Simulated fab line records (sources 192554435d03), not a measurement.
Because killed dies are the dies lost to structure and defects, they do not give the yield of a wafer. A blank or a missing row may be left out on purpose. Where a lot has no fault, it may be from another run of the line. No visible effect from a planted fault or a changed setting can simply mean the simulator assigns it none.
Struck lot and sound lot, side by side | flow n5 finfet | 36 steps out of a route of 1938
Sound: the wafers L334.1, L334.4, L334.5. The struck wafers were L338.3, L338.5, L338.6. The cause comes at the end.
At each step with rows: each side's tool, then ch and its chambers, then its first start. Under that, the readings that differ: sound wafers | struck wafers | difference of the means | sigmas: that difference in standard deviations of wafers without a fault.
alike: a reading whose means differ by less than 2 such deviations, as well as words and numbers matching on both sides. not compared: withheld readings; readings where some wafer has no value; bounds like >300 that might hide an equal value; numbers whose values overlap and for which the record gives no deviation.
Wherever a step has rows on one side only, a row that says differs or no value, or a row with sigmas, the two part there. Non-overlapping numbers with no deviation appear without sigmas and do not part them. Lack of a reading on every wafer of one side parts them only where that side has two or more wafers.

first, 9 steps without rows for these wafers: N5_PMOS_HMC_CHANNEL_EPI_SRD_25 (time 30 s); N5_PMOS_HMC_CHANNEL_EPI_EPI_26 (deposits Si from SiH4/H2, target thk 3.8 nm, time 22.7 s); N5_FIN_SAQP_PRECLEAN_42 (cleans in O3/DIW, time 60 s); N5_FIN_SAQP_PRECLEAN_00 (cleans in SC1, time 60 s); N5_FIN_SAQP_PRECLEAN_44 (cleans in SC2, time 45 s); N5_FIN_SAQP_SRD_01 (time 30 s); N5_FIN_SAQP_ALD_61 (deposits SiO2, target thk 4 nm, pulse time 1 s, purge time 2 s); N5_FIN_SAQP_DENSIFY_62 (time 60 s); N5_FIN_SAQP_HM_DEP_03 (deposits SiNx from SiH4/NH3/N2, target thk 38 nm, time 33.6 s).
N5_FIN_SAQP_PECVD_47: deposits a-Si from SiH4/He, target thk 45 nm, time 36.3 s.
  sound on pecvd-01 ch 0,1,2, day 3 08:44; struck on pecvd-01 ch 0,1,2, day 4 09:19
  reading                                     | sound             | struck            | difference | sigmas
  run length s (s)                            | 72.7 73.1 72.7    | 83.4 84.4 84.4    | +11.2      | +22
  model.a-Si_of_FIN_SAQP_PECVD_47.thk nm (nm) | 44.33 45.32 44.13 | 58.66 60.04 60.65 | +15.19     |
  alike: heater power w, showerhead plenum p Torr, throttle valve pct
then, 25 steps without rows for these wafers: N5_FIN_SAQP_PECVD_48 (deposits SiNx from SiH4/NH3/N2, target thk 25 nm, time 22.1 s); N5_FIN_SAQP_PECVD_06 (deposits a-Si from SiH4/He, target thk 60 nm, time 48.1 s); N5_FIN_SAQP_HM_DEP_72 (deposits SiO2 from SiH4/N2O, target thk 12 nm, time 7.2 s); N5_FIN_SAQP_COAT_49 (time 60 s, resist thk 100 nm); N5_FIN_SAQP_COAT_50 (time 60 s, resist thk 35 nm); N5_FIN_SAQP_COAT_10 (resist thk 90 nm); N5_FIN_SAQP_EBR_12; N5_FIN_SAQP_SOFTBAKE_11 (time 60 s); N5_FIN_SAQP_EXPOSE_13 (exposes mask FIN CORE, target cd 35.6 nm); N5_FIN_SAQP_PEB_14 (peb time 60 s); N5_FIN_SAQP_DEVELOP_15 (develop time 30 s); N5_FIN_SAQP_DESCUM_21 (chemistry O2, time 7.9 s); N5_FIN_SAQP_ETCH_51 (etches SiARC in CF4, target depth 45.5 nm, time 75.8 s); N5_FIN_SAQP_ETCH_52 (etches SOC in N2/H2, target depth 100 nm, overetch 20 nm, time 150 s); N5_FIN_SAQP_STRIP_53 (strips in N2/H2); N5_FIN_SAQP_HM_OPEN_73 (chemistry CHF3/O2, target SiO2, stops on a-Si, target depth 12 nm, time 16.8 s); N5_FIN_SAQP_STRIP_74 (strips in CHF3/O2); N5_FIN_SAQP_MANDREL_ETCH_22 (etches a-Si in HBr/Cl2, stops on SiNx, target depth 60 nm, bt time 10 s, time 30 s); N5_FIN_SAQP_STRIP_55 (strips in N2/H2); N5_FIN_SAQP_STRIP_23 (strips in SPM, time 750 s); N5_FIN_SAQP_SRD_66 (time 30 s); N5_FIN_SAQP_RECESS_75 (chemistry HF/NH3, target SiO2, target depth 14.4 nm, afs cycles 3, sublimation time 60 s); N5_FIN_SAQP_SPACER1_ALD_24 (deposits SiO2, target thk 20.3 nm, pulse time 1 s, purge time 2 s); N5_FIN_SAQP_SPACER1_ETCHBACK_25 (etches SiO2 in CHF3/O2, target depth 24.4 nm, time 12.2 s); N5_FIN_SAQP_MANDREL1_REMOVE_56 (chemistry HBr/Cl2/O2, target a-Si, stops on SiNx, bt time 10 s).
N5_FIN_SAQP_MANDREL_ETCH_58: etches a-Si in HBr/Cl2, stops on SiNx, target depth 45 nm, bt time 10 s, time 27 s.
  sound on rie si-03 ch 0,1,2, day 3 12:02; struck on rie si-05 ch 0,1, day 4 12:45
  reading                  | sound             | struck            | difference | sigmas
  oes product au (a.u.)    | 0.695 0.691 0.714 | 0.826 0.831 0.835 | +0.131     | +11
  model.etch.depth nm (nm) | 44.33 45.32 44.13 | 58.66 60.04 60.65 | +15.19     |
  alike: drypump motor current A, throttle valve pct
  not compared: rf hours counter h

== WHERE THEY PART ==
First at N5_FIN_SAQP_PECVD_47; last, within this record, at N5_FIN_SAQP_MANDREL_ETCH_58.

WHY: whatever the simulator had introduced
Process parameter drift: pecvd-01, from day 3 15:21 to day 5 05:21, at N5_FIN_SAQP_PECVD_47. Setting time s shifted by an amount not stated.
